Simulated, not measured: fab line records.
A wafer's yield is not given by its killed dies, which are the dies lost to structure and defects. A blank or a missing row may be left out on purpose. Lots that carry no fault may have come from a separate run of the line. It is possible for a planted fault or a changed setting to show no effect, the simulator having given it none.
Lot-split experiment / flow n5Finfet / 21 wafers read across 7 lots, on a route 1938 steps long

== ON THE SPLIT ==
At N5_SD_EPI_N_EPI_21 (deposits Si:P, time 690 s), the setting tempC was moved away from the recipe's 680 C on 9 of the 21 wafers read, by -0.4% to +0.6%. The other wafers ran this setting at the recipe's value.

== FROM THE SPLIT TO THE READING: what the file shows between them, 5 steps ==
- N5_SD_EPI_N_EPI_MEAS_23
- N5_SD_EPI_N_PRECLEAN_24: cleans in O3/DIW, time 60 s
- N5_SD_EPI_N_SRD_25: time 30 s
- N5_SD_EPI_P_HM_STRIP_48: strips SiNx in H3PO4, material SiNx, target depth 3 nm
- N5_SD_EPI_P_SRD_49: time 30 s

== THE READING ==
Si-P_of_SD_EPI_N_EPI_21.thkNm (the simulator's own value, which no gauge read), in nm, at N5_SD_EPI_P_PRECLEAN_24 (cleans in O3/DIW, time 45 s). There is no usual value for it anywhere in the file. The 12 wafers here that ran the recipe average 58.2 nm, standard deviation 0.69 nm.

wafer=L078.4; tool, chamber at the split=epiRpcvd-04, 0; tempC as run, C=682.7; against the recipe=+0.4%; Si-P_of_SD_EPI_N_EPI_21.thkNm, nm=61.4; against lot-mates on the recipe=no lot-mate on the recipe
wafer=L078.6; tool, chamber at the split=epiRpcvd-04, 0; tempC as run, C=682.7; against the recipe=+0.4%; Si-P_of_SD_EPI_N_EPI_21.thkNm, nm=61.4; against lot-mates on the recipe=no lot-mate on the recipe
wafer=L078.5; tool, chamber at the split=epiRpcvd-04, 0; tempC as run, C=682.7; against the recipe=+0.4%; Si-P_of_SD_EPI_N_EPI_21.thkNm, nm=62.2; against lot-mates on the recipe=no lot-mate on the recipe
wafer=L080.3; tool, chamber at the split=epiRpcvd-04, 0; tempC as run, C=680; against the recipe=recipe; Si-P_of_SD_EPI_N_EPI_21.thkNm, nm=57.8; against lot-mates on the recipe=-
wafer=L080.4; tool, chamber at the split=epiRpcvd-04, 0; tempC as run, C=680; against the recipe=recipe; Si-P_of_SD_EPI_N_EPI_21.thkNm, nm=57.8; against lot-mates on the recipe=-
wafer=L080.5; tool, chamber at the split=epiRpcvd-04, 0; tempC as run, C=680; against the recipe=recipe; Si-P_of_SD_EPI_N_EPI_21.thkNm, nm=57.2; against lot-mates on the recipe=-
wafer=L081.1; tool, chamber at the split=epiRpcvd-04, 0; tempC as run, C=677.1; against the recipe=-0.4%; Si-P_of_SD_EPI_N_EPI_21.thkNm, nm=56.4; against lot-mates on the recipe=-2.9
wafer=L081.2; tool, chamber at the split=epiRpcvd-04, 0; tempC as run, C=680; against the recipe=recipe; Si-P_of_SD_EPI_N_EPI_21.thkNm, nm=59.4; against lot-mates on the recipe=-
wafer=L081.5; tool, chamber at the split=epiRpcvd-04, 0; tempC as run, C=680; against the recipe=recipe; Si-P_of_SD_EPI_N_EPI_21.thkNm, nm=59.2; against lot-mates on the recipe=-
wafer=L084.1; tool, chamber at the split=epiRpcvd-03, 0; tempC as run, C=680; against the recipe=recipe; Si-P_of_SD_EPI_N_EPI_21.thkNm, nm=57; against lot-mates on the recipe=-
wafer=L084.4; tool, chamber at the split=epiRpcvd-03, 0; tempC as run, C=681.5; against the recipe=+0.2%; Si-P_of_SD_EPI_N_EPI_21.thkNm, nm=59.6; against lot-mates on the recipe=+2.6
wafer=L084.5; tool, chamber at the split=epiRpcvd-03, 0; tempC as run, C=681.5; against the recipe=+0.2%; Si-P_of_SD_EPI_N_EPI_21.thkNm, nm=60; against lot-mates on the recipe=+3.0
wafer=L093.1; tool, chamber at the split=epiRpcvd-04, 0; tempC as run, C=683.9; against the recipe=+0.6%; Si-P_of_SD_EPI_N_EPI_21.thkNm, nm=62.4; against lot-mates on the recipe=+3.8
wafer=L093.3; tool, chamber at the split=epiRpcvd-04, 0; tempC as run, C=680; against the recipe=recipe; Si-P_of_SD_EPI_N_EPI_21.thkNm, nm=58.6; against lot-mates on the recipe=-
wafer=L093.6; tool, chamber at the split=epiRpcvd-04, 0; tempC as run, C=683.9; against the recipe=+0.6%; Si-P_of_SD_EPI_N_EPI_21.thkNm, nm=61.8; against lot-mates on the recipe=+3.2
wafer=L096.3; tool, chamber at the split=epiRpcvd-04, 0; tempC as run, C=680; against the recipe=recipe; Si-P_of_SD_EPI_N_EPI_21.thkNm, nm=58.8; against lot-mates on the recipe=-
wafer=L096.4; tool, chamber at the split=epiRpcvd-04, 0; tempC as run, C=682.3; against the recipe=+0.3%; Si-P_of_SD_EPI_N_EPI_21.thkNm, nm=60.8; against lot-mates on the recipe=+2.2
wafer=L096.5; tool, chamber at the split=epiRpcvd-04, 0; tempC as run, C=680; against the recipe=recipe; Si-P_of_SD_EPI_N_EPI_21.thkNm, nm=58.4; against lot-mates on the recipe=-
wafer=L097.1; tool, chamber at the split=epiRpcvd-01, 0; tempC as run, C=680; against the recipe=recipe; Si-P_of_SD_EPI_N_EPI_21.thkNm, nm=58.4; against lot-mates on the recipe=-
wafer=L097.3; tool, chamber at the split=epiRpcvd-01, 0; tempC as run, C=680; against the recipe=recipe; Si-P_of_SD_EPI_N_EPI_21.thkNm, nm=58.2; against lot-mates on the recipe=-
wafer=L097.6; tool, chamber at the split=epiRpcvd-01, 0; tempC as run, C=680; against the recipe=recipe; Si-P_of_SD_EPI_N_EPI_21.thkNm, nm=58.2; against lot-mates on the recipe=-

THE FIT
A straight line over all 21 wafers: Si-P_of_SD_EPI_N_EPI_21.thkNm changes by +6.81 nm for each +1% of tempC; r = +0.93; the points scatter about the line by 0.67 nm.
The same after taking each lot's own level away (the mean of its wafers on the recipe; 18 wafers): +6.73 nm for each +1%; r = +0.95; scatter 0.51 nm.
Per that fit: largest tempC move, reading shift of 3.9 nm.
From 57.00 to 59.30 nm: that is the span of the lots' own levels, equal to 3.3 times the standard deviation above.
Hence the lot-to-lot level has little effect on the slope; both slopes agree.
Check: +4.04 nm against its lot-mates is what the line predicts for one of the wafers moved furthest among these (+0.6%) when that wafer is left out of the fit. It came out at +3.8 nm against them.

== THE OTHER SPLITS THESE WAFERS WENT THROUGH ==
Before the reading, these wafers also passed through other splits. Each is held against what the fit with the lots' levels taken away leaves over:
other split on the same wafers=N5_WELL_APT_COAT_02 spinRpm; wafers away from the commonest value=10; r with Si-P_of_SD_EPI_N_EPI_21.thkNm (lot level and that fit taken away)=+0.06
other split on the same wafers=N5_WELL_APT_PEB_06 pebTimeS; wafers away from the commonest value=7; r with Si-P_of_SD_EPI_N_EPI_21.thkNm (lot level and that fit taken away)=-0.15
other split on the same wafers=N5_PMOS_HMC_CHANNEL_EPI_EXPOSE_06 doseMj; wafers away from the commonest value=9; r with Si-P_of_SD_EPI_N_EPI_21.thkNm (lot level and that fit taken away)=+0.06
other split on the same wafers=N5_PMOS_HMC_CHANNEL_EPI_PEB_07 pebTimeS; wafers away from the commonest value=6; r with Si-P_of_SD_EPI_N_EPI_21.thkNm (lot level and that fit taken away)=+0.15
other split on the same wafers=N5_FIN_SAQP_SPACER1_ALD_24 tempC; wafers away from the commonest value=7; r with Si-P_of_SD_EPI_N_EPI_21.thkNm (lot level and that fit taken away)=-0.16
other split on the same wafers=N5_FIN_SAQP_COAT_68 spinRpm; wafers away from the commonest value=10; r with Si-P_of_SD_EPI_N_EPI_21.thkNm (lot level and that fit taken away)=+0.25
other split on the same wafers=N5_STI_FIN_REVEAL_ETCHBACK_08 timeS; wafers away from the commonest value=7; r with Si-P_of_SD_EPI_N_EPI_21.thkNm (lot level and that fit taken away)=-0.33
other split on the same wafers=N5_STI_FIN_REVEAL_OXIDATION_31 timeS; wafers away from the commonest value=1; r with Si-P_of_SD_EPI_N_EPI_21.thkNm (lot level and that fit taken away)=+0.38

== THE WHOLE CHAIN: every reading that the file lists as answering this split, in the file's order ==
step=N5_SD_EPI_N_EPI_21; what it does=deposits Si:P, time 690 s; reading=Si-P_of_SD_EPI_N_EPI_21.thkNm (the simulator's own value, which no gauge read); change (the file's fit)=+6.66 nm for each +1% of the setting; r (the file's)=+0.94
step=N5_SD_EPI_N_EPI_MEAS_23; what it does=; reading=thkNm; change (the file's fit)=withheld for each +1% of the setting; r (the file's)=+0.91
step=N5_SD_EPI_P_PRECLEAN_24; what it does=cleans in O3/DIW, time 45 s; reading=Si-P_of_SD_EPI_N_EPI_21.thkNm (the simulator's own value, which no gauge read); change (the file's fit)=+6.83 nm for each +1% of the setting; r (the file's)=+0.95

== THE FILE'S OWN FIT ==
Si-P_of_SD_EPI_N_EPI_21.thkNm changes by +6.83 nm for each +1% of tempC, r = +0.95.
